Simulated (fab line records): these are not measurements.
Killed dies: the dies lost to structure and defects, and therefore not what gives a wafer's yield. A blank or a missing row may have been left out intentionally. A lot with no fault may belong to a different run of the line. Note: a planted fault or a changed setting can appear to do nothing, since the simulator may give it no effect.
Matching of chambers / flow nandHarc / NHARC_A_BONDPAD_ETCH_34 on rieDiel-10 has 4 sister chambers
The step etches the open film in N2/H2, target depth 60 nm, overetch 18 nm, time 65.91 s. 4 wafers are shown with their chamber, then 7 later ones without.

EACH WAFER AND ITS CHAMBER
wafer=L885.5; chamber=0; drypumpMotorCurrentA (A)=5.9
wafer=L885.6; chamber=1; drypumpMotorCurrentA (A)=6.8
wafer=L892.3; chamber=2; drypumpMotorCurrentA (A)=5.4
wafer=L899.5; chamber=3; drypumpMotorCurrentA (A)=6.2

WAFERS WITHOUT THEIR CHAMBER
wafer=L899.6; drypumpMotorCurrentA (A)=5.9
wafer=L900.3; drypumpMotorCurrentA (A)=6.8
wafer=L900.5; drypumpMotorCurrentA (A)=5.9
wafer=L900.6; drypumpMotorCurrentA (A)=6.3
wafer=L901.2; drypumpMotorCurrentA (A)=5.4
wafer=L901.5; drypumpMotorCurrentA (A)=5.9
wafer=L901.6; drypumpMotorCurrentA (A)=6.3

THE CHAMBER EACH PASSED THROUGH
wafer=L899.6; from the rows above=0; in truth=0
wafer=L900.3; from the rows above=1; in truth=1
wafer=L900.5; from the rows above=0; in truth=0
wafer=L900.6; from the rows above=3; in truth=3
wafer=L901.2; from the rows above=2; in truth=2
wafer=L901.5; from the rows above=0; in truth=0
wafer=L901.6; from the rows above=3; in truth=3
Correct placement for 7 of the 7. Number that these rows cannot place: 0. 0 placed wrongly.
How it was worked out, from the rows above alone: a wafer's distance from a chamber is the root of the sum, over the readings, of the square of ((its reading less the chamber's mean) divided by the reading's scatter). The wafer belongs to the nearest chamber; if the next one is less than 2 further off, it can't be placed. For every chamber, the mean is computed from those of its wafers that are shown. The scatter: root of mean squared gap, hidden wafer to nearest shown wafer, with one shown wafer a chamber.
